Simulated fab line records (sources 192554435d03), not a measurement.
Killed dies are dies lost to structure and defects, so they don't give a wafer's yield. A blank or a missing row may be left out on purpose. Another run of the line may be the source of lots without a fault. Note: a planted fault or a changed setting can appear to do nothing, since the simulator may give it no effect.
Chamber matching -- flow n5Finfet -- 3 sister chambers for N5_BEOL_M6_CURE_74 on uvCure-01
The step cures SiCOH lowk, time 240 s. 6 wafers are shown with their chamber, then 12 later ones without.

## WAFERS WITH THEIR CHAMBER
wafer,chamber,wafer_temp_C_max,lampPowerPct (%)
L088.5,0,386.7,52.26
L088.6,0,386.0,52.31
L090.2,2,387.0,52.34
L090.6,2,387.8,52.28
L091.2,1,386.2,52.28
L091.3,1,386.6,52.33

## WAFERS WHOSE CHAMBER IS MISSING
wafer,wafer_temp_C_max,lampPowerPct (%)
L094.1,386.4,52.30
L094.2,386.1,52.34
L094.6,385.9,52.29
L094.3,386.1,52.29
L094.4,386.1,52.34
L094.5,385.9,52.25
L096.2,387.9,52.37
L096.5,388.9,52.32
L096.6,387.8,52.34
L097.4,386.8,52.28
L097.5,386.5,52.32
L097.6,386.4,52.42

## WHICH CHAMBER EACH ONE RAN IN
wafer,from the rows above,in truth
L094.1,can't be placed: 1 or 0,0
L094.2,can't be placed: 1 or 0 or 2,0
L094.6,can't be placed: 0 or 1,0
L094.3,can't be placed: 0 or 1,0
L094.4,can't be placed: 1 or 0 or 2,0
L094.5,can't be placed: 0 or 1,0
L096.2,can't be placed: 2 or 1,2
L096.5,2,2
L096.6,can't be placed: 2 or 1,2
L097.4,can't be placed: 0 or 1 or 2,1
L097.5,can't be placed: 1 or 0 or 2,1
L097.6,can't be placed: 1 or 0 or 2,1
Placed correctly: 1 of 12. Unplaceable from these rows: 11, with the true chamber sitting among the candidates in 11. Placed wrongly: 0.
How it was worked out, from the rows above alone: a wafer's distance from a chamber is the root of the sum, over the readings, of the square of ((its reading less the chamber's mean) divided by the reading's scatter). If the next closest chamber is less than 2 further off than the closest, the wafer can't be placed; otherwise it belongs to the closest. Each chamber's mean is taken over the wafers shown for it. The scatter is the square root of a quotient: the sum, over the shown wafers, of each reading's squared deviation from its chamber's mean, divided by wafers minus chambers.
